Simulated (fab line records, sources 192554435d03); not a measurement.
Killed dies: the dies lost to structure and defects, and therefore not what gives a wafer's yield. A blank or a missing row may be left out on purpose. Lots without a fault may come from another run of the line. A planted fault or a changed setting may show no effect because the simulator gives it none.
Chamber matching -- flow n5Finfet -- N5_FIN_CUT_STRIP_24 on rieDiel-04 has 4 sister chambers
The step strips in CF4. 16 wafers are shown with their chamber, then 8 later ones without.

## WAFERS WITH THEIR CHAMBER
wafer,chamber,showerheadPlenumPTorr (Torr),throttleValvePct (%),drypumpMotorCurrentA (A)
L074.2,2,1.83,12.94,6.2
L074.5,2,1.83,12.97,6.2
L074.6,1,1.66,13.27,5.7
L077.1,2,1.83,12.98,6.2
L077.2,1,1.66,13.27,5.7
L077.3,0,1.78,13.86,5.8
L080.3,1,1.66,13.28,5.7
L080.4,3,1.72,13.48,5.2
L080.6,3,1.72,13.47,5.1
L082.2,2,1.82,12.96,6.2
L082.3,0,1.78,13.87,5.8
L082.6,1,1.66,13.30,5.7
L083.2,3,1.72,13.51,5.2
L083.5,3,1.72,13.48,5.2
L083.6,0,1.78,13.88,5.8
L085.1,1,1.66,13.30,5.6

SIGNATURES (averages over the wafers above)
reading,chamber 0,chamber 1,chamber 2,chamber 3,scatter within a chamber
showerheadPlenumPTorr,1.7800,1.6600,1.8275,1.7200,0.0025
throttleValvePct,13.8700,13.2840,12.9625,13.4850,0.0155
drypumpMotorCurrentA,5.800,5.680,6.200,5.175,0.0359
Rule: a wafer lies at a distance from a chamber equal to the root of the sum of squares, over the readings, of (its reading less the chamber's mean, divided by the reading's scatter). If the next closest chamber is less than 2 further off than the closest, the wafer can't be placed; otherwise it belongs to the closest. The scatter is the square root of a quotient: the sum, over the shown wafers, of each reading's squared deviation from its chamber's mean, divided by wafers minus chambers.

## WAFERS WITH NO CHAMBER GIVEN
wafer,showerheadPlenumPTorr (Torr),throttleValvePct (%),drypumpMotorCurrentA (A)
L085.3,1.82,13.01,6.2
L085.4,1.66,13.33,5.6
L093.1,1.71,13.53,5.2
L093.2,1.77,13.91,5.8
L093.6,1.71,13.52,5.1
L096.3,1.82,13.06,6.2
L096.4,1.65,13.35,5.7
L096.6,1.77,13.94,5.8

## EACH ONE'S CHAMBER
wafer,from the rows above,in truth
L085.3,2,2
L085.4,1,1
L093.1,3,3
L093.2,0,0
L093.6,3,3
L096.3,2,2
L096.4,1,1
L096.6,0,0
Correctly placed: 8 of 8. From these rows, 0 cannot be placed. Wrongly placed: 0.
